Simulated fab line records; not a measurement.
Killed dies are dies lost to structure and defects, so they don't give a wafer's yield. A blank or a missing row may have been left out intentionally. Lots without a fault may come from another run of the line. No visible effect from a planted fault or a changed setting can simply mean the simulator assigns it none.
Split-lot experiment :: flow n5Finfet :: route with 1938 steps; 7 lots, 39 wafers read

== SPLIT DETAILS ==
At N5_FIN_SAQP_MANDREL_ETCH_22 (etches a-Si in HBr/Cl2, stops on SiNx, target depth 60 nm, bt time 10 s, time 30 s), the setting targetDepthA was moved away from the recipe's 600 angstrom on 15 of the 39 wafers read, by -47.1% to +56.2%. All remaining wafers had this setting at the recipe value.

Reading taken at the split's own step.

== THE READING ==
oesProductAu, in a.u., at N5_FIN_SAQP_MANDREL_ETCH_22 (etches a-Si in HBr/Cl2, stops on SiNx, target depth 60 nm, bt time 10 s, time 30 s). On this fab line, fault-free wafers typically give 0.762 a.u. with a standard deviation of 0.016 a.u.

wafer: L080.1
tool, chamber at the split: rieSi-02, 3
targetDepthA as run, angstrom: 600
against the recipe: recipe
oesProductAu, a.u.: 0.762
against lot-mates on the recipe: -

wafer: L080.2
tool, chamber at the split: rieSi-02, 2
targetDepthA as run, angstrom: 600
against the recipe: recipe
oesProductAu, a.u.: 0.754
against lot-mates on the recipe: -

wafer: L080.3
tool, chamber at the split: rieSi-02, 0
targetDepthA as run, angstrom: 600
against the recipe: recipe
oesProductAu, a.u.: 0.762
against lot-mates on the recipe: -

wafer: L080.4
tool, chamber at the split: rieSi-02, 1
targetDepthA as run, angstrom: 600
against the recipe: recipe
oesProductAu, a.u.: 0.765
against lot-mates on the recipe: -

wafer: L080.5
tool, chamber at the split: rieSi-02, 2
targetDepthA as run, angstrom: 600
against the recipe: recipe
oesProductAu, a.u.: 0.772
against lot-mates on the recipe: -

wafer: L080.6
tool, chamber at the split: rieSi-02, 1
targetDepthA as run, angstrom: 600
against the recipe: recipe
oesProductAu, a.u.: 0.779
against lot-mates on the recipe: -

wafer: L083.1
tool, chamber at the split: rieSi-02, 0
targetDepthA as run, angstrom: 600
against the recipe: recipe
oesProductAu, a.u.: 0.760
against lot-mates on the recipe: -

wafer: L083.2
tool, chamber at the split: rieSi-02, 2
targetDepthA as run, angstrom: 399.6
against the recipe: -33.4%
oesProductAu, a.u.: 0.967
against lot-mates on the recipe: +0.206

wafer: L083.3
tool, chamber at the split: rieSi-02, 1
targetDepthA as run, angstrom: 600
against the recipe: recipe
oesProductAu, a.u.: 0.759
against lot-mates on the recipe: -

wafer: L083.4
tool, chamber at the split: rieSi-02, 3
targetDepthA as run, angstrom: 399.6
against the recipe: -33.4%
oesProductAu, a.u.: 0.986
against lot-mates on the recipe: +0.225

wafer: L083.5
tool, chamber at the split: rieSi-02, 1
targetDepthA as run, angstrom: 399.6
against the recipe: -33.4%
oesProductAu, a.u.: 0.983
against lot-mates on the recipe: +0.222

wafer: L083.6
tool, chamber at the split: rieSi-02, 0
targetDepthA as run, angstrom: 600
against the recipe: recipe
oesProductAu, a.u.: 0.763
against lot-mates on the recipe: -

wafer: L089.1
tool, chamber at the split: rieSi-03, 3
targetDepthA as run, angstrom: 317.5
against the recipe: -47.1%
oesProductAu, a.u.: 0.968
against lot-mates on the recipe: +0.223

wafer: L089.2
tool, chamber at the split: rieSi-03, 1
targetDepthA as run, angstrom: 317.5
against the recipe: -47.1%
oesProductAu, a.u.: 0.968
against lot-mates on the recipe: +0.223

wafer: L089.3
tool, chamber at the split: rieSi-03, 0
targetDepthA as run, angstrom: 317.5
against the recipe: -47.1%
oesProductAu, a.u.: 0.997
against lot-mates on the recipe: +0.252

wafer: L089.4
tool, chamber at the split: rieSi-03, 2
targetDepthA as run, angstrom: 600
against the recipe: recipe
oesProductAu, a.u.: 0.744
against lot-mates on the recipe: -

wafer: L089.5
tool, chamber at the split: rieSi-03, 1
targetDepthA as run, angstrom: 600
against the recipe: recipe
oesProductAu, a.u.: 0.751
against lot-mates on the recipe: -

wafer: L089.6
tool, chamber at the split: rieSi-03, 2
targetDepthA as run, angstrom: 600
against the recipe: recipe
oesProductAu, a.u.: 0.741
against lot-mates on the recipe: -

wafer: L090.1
tool, chamber at the split: rieSi-03, 3
targetDepthA as run, angstrom: 600
against the recipe: recipe
oesProductAu, a.u.: 0.736
against lot-mates on the recipe: -

wafer: L090.2
tool, chamber at the split: rieSi-03, 2
targetDepthA as run, angstrom: 926.8
against the recipe: +54.5%
oesProductAu, a.u.: 0.587
against lot-mates on the recipe: -0.172

wafer: L090.3
tool, chamber at the split: rieSi-03, 0
targetDepthA as run, angstrom: 600
against the recipe: recipe
oesProductAu, a.u.: 0.775
against lot-mates on the recipe: -

wafer: L090.4
tool, chamber at the split: rieSi-03, 1
targetDepthA as run, angstrom: 600
against the recipe: recipe
oesProductAu, a.u.: 0.767
against lot-mates on the recipe: -

wafer: L090.5
tool, chamber at the split: rieSi-03, 3
targetDepthA as run, angstrom: 926.8
against the recipe: +54.5%
oesProductAu, a.u.: 0.583
against lot-mates on the recipe: -0.176

wafer: L090.6
tool, chamber at the split: rieSi-03, 0
targetDepthA as run, angstrom: 926.8
against the recipe: +54.5%
oesProductAu, a.u.: 0.612
against lot-mates on the recipe: -0.147

wafer: L091.2
tool, chamber at the split: rieSi-04, 1
targetDepthA as run, angstrom: 600
against the recipe: recipe
oesProductAu, a.u.: 0.767
against lot-mates on the recipe: -

wafer: L091.4
tool, chamber at the split: rieSi-04, 0
targetDepthA as run, angstrom: 600
against the recipe: recipe
oesProductAu, a.u.: 0.788
against lot-mates on the recipe: -

wafer: L091.6
tool, chamber at the split: rieSi-04, 2
targetDepthA as run, angstrom: 600
against the recipe: recipe
oesProductAu, a.u.: 0.788
against lot-mates on the recipe: -

wafer: L092.1
tool, chamber at the split: rieSi-04, 1
targetDepthA as run, angstrom: 600
against the recipe: recipe
oesProductAu, a.u.: 0.768
against lot-mates on the recipe: -

wafer: L092.2
tool, chamber at the split: rieSi-04, 2
targetDepthA as run, angstrom: 600
against the recipe: recipe
oesProductAu, a.u.: 0.769
against lot-mates on the recipe: -

wafer: L092.3
tool, chamber at the split: rieSi-04, 3
targetDepthA as run, angstrom: 937.4
against the recipe: +56.2%
oesProductAu, a.u.: 0.611
against lot-mates on the recipe: -0.160

wafer: L092.4
tool, chamber at the split: rieSi-04, 0
targetDepthA as run, angstrom: 937.4
against the recipe: +56.2%
oesProductAu, a.u.: 0.596
against lot-mates on the recipe: -0.175

wafer: L092.5
tool, chamber at the split: rieSi-04, 1
targetDepthA as run, angstrom: 600
against the recipe: recipe
oesProductAu, a.u.: 0.777
against lot-mates on the recipe: -

wafer: L092.6
tool, chamber at the split: rieSi-04, 2
targetDepthA as run, angstrom: 937.4
against the recipe: +56.2%
oesProductAu, a.u.: 0.608
against lot-mates on the recipe: -0.163

wafer: L094.1
tool, chamber at the split: rieSi-02, 3
targetDepthA as run, angstrom: 600
against the recipe: recipe
oesProductAu, a.u.: 0.769
against lot-mates on the recipe: -

wafer: L094.2
tool, chamber at the split: rieSi-02, 0
targetDepthA as run, angstrom: 795.7
against the recipe: +32.6%
oesProductAu, a.u.: 0.655
against lot-mates on the recipe: -0.118

wafer: L094.3
tool, chamber at the split: rieSi-02, 2
targetDepthA as run, angstrom: 795.7
against the recipe: +32.6%
oesProductAu, a.u.: 0.643
against lot-mates on the recipe: -0.130

wafer: L094.4
tool, chamber at the split: rieSi-02, 1
targetDepthA as run, angstrom: 600
against the recipe: recipe
oesProductAu, a.u.: 0.771
against lot-mates on the recipe: -

wafer: L094.5
tool, chamber at the split: rieSi-02, 0
targetDepthA as run, angstrom: 795.7
against the recipe: +32.6%
oesProductAu, a.u.: 0.650
against lot-mates on the recipe: -0.123

wafer: L094.6
tool, chamber at the split: rieSi-02, 3
targetDepthA as run, angstrom: 600
against the recipe: recipe
oesProductAu, a.u.: 0.778
against lot-mates on the recipe: -

THE FIT
A straight line over all 39 wafers: oesProductAu changes by -0.00383 a.u. for each +1% of targetDepthA; r = -0.97; the points scatter about the line by 0.03 a.u.
The same after taking each lot's own level away (the mean of its wafers on the recipe; 39 wafers): -0.00397 a.u. for each +1%; r = -0.97; scatter 0.031 a.u.
That fit puts the effect of the largest move of targetDepthA on the reading at 0.22 a.u.
Across the lots, their own levels run from 0.7453 to 0.7810 a.u., a range of 2.2 times the standard deviation given above.
Hence the lot-to-lot level has little effect on the slope; both slopes agree.
Check: -0.21 a.u. against its lot-mates is what the line predicts for one of the wafers moved furthest among these (+56.2%) when that wafer is left out of the fit. Against them it came out at -0.16 a.u.
Tool readings at the split's step, against how far the setting was moved: oesProductAu r = -0.97.

== ADDITIONAL SPLITS CARRIED BY THESE WAFERS ==
Other splits were also applied to these wafers ahead of the reading. Each is held against what the fit with the lots' levels taken away leaves over:
other split on the same wafers: N5_ZERO_LAYER_PECVD_02 timeS
wafers away from the commonest value: 15
r with oesProductAu (lot level and that fit taken away): +0.10

== THE WHOLE CHAIN: every reading that the file lists as answering this split, in the file's order ==
step: N5_FIN_SAQP_MANDREL_ETCH_22
what it does: etches a-Si in HBr/Cl2, stops on SiNx, target depth 60 nm, bt time 10 s, time 30 s
reading: oesProductAu
change (the file's fit): -0.00386 a.u. for each +1% of the setting
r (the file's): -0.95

step: N5_FIN_SAQP_MANDREL_ETCH_22
what it does: etches a-Si in HBr/Cl2, stops on SiNx, target depth 60 nm, bt time 10 s, time 30 s
reading: SiNx_of_FIN_SAQP_PECVD_48.thkNm (the simulator's own value, which no gauge read)
change (the file's fit): not straight: 24.36 at the lowest setting, 24.75 at the recipe, 17.39 at the highest
r (the file's): not given

step: N5_FIN_SAQP_MANDREL_ETCH_22
what it does: etches a-Si in HBr/Cl2, stops on SiNx, target depth 60 nm, bt time 10 s, time 30 s
reading: SOC_of_FIN_SAQP_COAT_49.thkNm (the simulator's own value, which no gauge read)
change (the file's fit): -0.234 nm for each +1% of the setting
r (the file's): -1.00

step: N5_FIN_SAQP_ETCH_57
what it does: etches SiNx in CH3F/O2, target depth 32.5 nm, time 46.4 s
reading: etchRfOnTimeS
change (the file's fit): not straight: withheld at the lowest setting, withheld at the recipe, withheld at the highest
r (the file's): not given

step: N5_FIN_SAQP_ETCH_57
what it does: etches SiNx in CH3F/O2, target depth 32.5 nm, time 46.4 s
reading: etch.depthNm (the simulator's own value, which no gauge read)
change (the file's fit): not straight: 24.36 at the lowest setting, 24.75 at the recipe, 17.39 at the highest
r (the file's): not given

step: N5_FIN_SAQP_INSPECT_40
what it does: inspects for defects (brightfield)
reading: rawDefectCount
change (the file's fit): not straight: 1941 at the lowest setting, 232 at the recipe, 230 at the highest
r (the file's): not given

step: N5_FIN_CUT_INSPECT_10
what it does: inspects for defects (brightfield)
reading: rawDefectCount
change (the file's fit): not straight: 5260 at the lowest setting, 43 at the recipe, 40 at the highest
r (the file's): not given

== THE FILE'S OWN FIT ==
oesProductAu changes by -0.00386 a.u. for each +1% of targetDepthA, r = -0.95.
